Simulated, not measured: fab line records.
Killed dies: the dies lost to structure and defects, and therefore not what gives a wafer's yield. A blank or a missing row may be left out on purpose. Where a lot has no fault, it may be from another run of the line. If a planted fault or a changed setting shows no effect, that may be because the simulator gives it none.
Matching of chambers || flow n5 finfet || N5_FIN_SAQP_HM_DEP_72 on pecvd-03: 3 sister chambers
The step deposits SiO2 from SiH4/N2O, target thk 12 nm, time 7.2 s. 3 wafers are shown with their chamber, then 7 later ones without.

## WAFERS PAIRED WITH THEIR CHAMBERS
{"wafer": "L084.6", "chamber": 0, "showerhead plenum p Torr (Torr)": 8.12}
{"wafer": "L085.4", "chamber": 1, "showerhead plenum p Torr (Torr)": 8.12}
{"wafer": "L085.5", "chamber": 2, "showerhead plenum p Torr (Torr)": 8.18}

## WAFERS WITHOUT THEIR CHAMBER
{"wafer": "L085.6", "showerhead plenum p Torr (Torr)": 8.14}
{"wafer": "L091.1", "showerhead plenum p Torr (Torr)": 8.15}
{"wafer": "L091.3", "showerhead plenum p Torr (Torr)": 8.15}
{"wafer": "L091.5", "showerhead plenum p Torr (Torr)": 8.16}
{"wafer": "L093.1", "showerhead plenum p Torr (Torr)": 8.16}
{"wafer": "L093.3", "showerhead plenum p Torr (Torr)": 8.14}
{"wafer": "L093.4", "showerhead plenum p Torr (Torr)": 8.19}

## CHAMBER TAKEN BY EACH
{"wafer": "L085.6", "from the rows above": "can't be placed: 0 or 1 or 2", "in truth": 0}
{"wafer": "L091.1", "from the rows above": "can't be placed: 2 or 0 or 1", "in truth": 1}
{"wafer": "L091.3", "from the rows above": "can't be placed: 2 or 0 or 1", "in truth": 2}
{"wafer": "L091.5", "from the rows above": "can't be placed: 2 or 0 or 1", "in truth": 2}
{"wafer": "L093.1", "from the rows above": "can't be placed: 2 or 0 or 1", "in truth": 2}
{"wafer": "L093.3", "from the rows above": "can't be placed: 0 or 1 or 2", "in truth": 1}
{"wafer": "L093.4", "from the rows above": 2, "in truth": 2}
Correctly placed: 1 of 7. Cannot be placed on the basis of these rows: 6; the candidates contain the true chamber in 6. Wrongly placed: 0.
How it was worked out, from the rows above alone: a wafer's distance from a chamber is the root of the sum, over the readings, of the square of ((its reading less the chamber's mean) divided by the reading's scatter). If the next closest chamber is less than 2 further off than the closest, the wafer can't be placed; otherwise it belongs to the closest. For every chamber, the mean is computed from those of its wafers that are shown. The scatter: root of mean squared gap, hidden wafer to nearest shown wafer, with one shown wafer a chamber.
